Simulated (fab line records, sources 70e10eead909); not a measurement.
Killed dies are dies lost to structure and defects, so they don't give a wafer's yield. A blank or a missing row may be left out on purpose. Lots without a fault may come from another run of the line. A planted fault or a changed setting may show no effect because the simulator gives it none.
One fault seen from 2 desks | flow nand_harc | each desk has only its own numbers; what lay behind them comes last

THE METROLOGY DESK
What the gauges read, lot by lot, whatever tool the lot ran on: means of the sampled wafers that have a number. A lot is out of limits, marked OUT, if its mean lies more than 4 standard deviations from the usual mean; the brackets give that distance.
Columns: A = cd_nm at NHARC_P_GATE_CD_MEAS_33, usual 120 nm; B = overlay_x_nm at NHARC_P_CONTACT_OVL_MEAS_13, usual -0.1 nm; C = overlay_y_nm at NHARC_P_CONTACT_OVL_MEAS_13, usual -0.2 nm
lot  | first seen here | A   | B    | C
L528 | day 5 05:12     | 118 | -0.1 | -0.0
L531 | day 6 11:20     | 121 | 0.8  | -1.1
L532 | day 6 18:14     | 118 | 0.7  | -1.2
L533 | day 7 10:38     | 118 | -1.2 | -0.7
L534 | day 7 12:41     | 117 | -1.4 | -0.8
L535 | day 8 03:38     | 123 | -0.6 | 0.6
L539 | day 9 20:23     | 119 | -0.3 | -2.2
L540 | day 10 07:59    | 119 | -0.5 | 0.2
L545 | day 12 01:47    | 120 | 0.3  | -0.7
L546 | day 12 17:54    | 125 | 2.0  | -0.3
L548 | day 13 13:23    | 123 | -1.1 | -0.5
L549 | day 13 19:46    | 121 | 0.5  | -0.9
L550 | day 14 11:34    | 120 | 0.4  | -1.3
L551 | day 14 19:00    | 115 | -0.9 | 1.7
This desk's finding: nothing out of limits on any of the 14 lots.

THE TOOL OWNER'S DESK: pvd_sputter-03
The tool's own readings at NHARC_P_GATE_PRE_CLEAN_110 (time 30 s): means of the sampled wafers that have a number, for each lot that ran on this tool. A lot is out of limits, marked OUT, if its mean lies more than 4 standard deviations from the usual mean; the brackets give that distance.
Columns: A = bias_v at NHARC_P_GATE_PRE_CLEAN_110, usual 200.0 V
lot  | first seen here | A
L545 | day 12 20:31    | 201.0
L548 | day 14 06:02    | 199.0
L549 | day 14 12:16    | 200.9
This desk's finding: nothing out of limits on any of the 3 lots.

PUT TOGETHER
The metrology desk saw nothing out of limits.
The tool owner's desk saw nothing out of limits.

WHAT THE SIMULATOR HAD PUT IN
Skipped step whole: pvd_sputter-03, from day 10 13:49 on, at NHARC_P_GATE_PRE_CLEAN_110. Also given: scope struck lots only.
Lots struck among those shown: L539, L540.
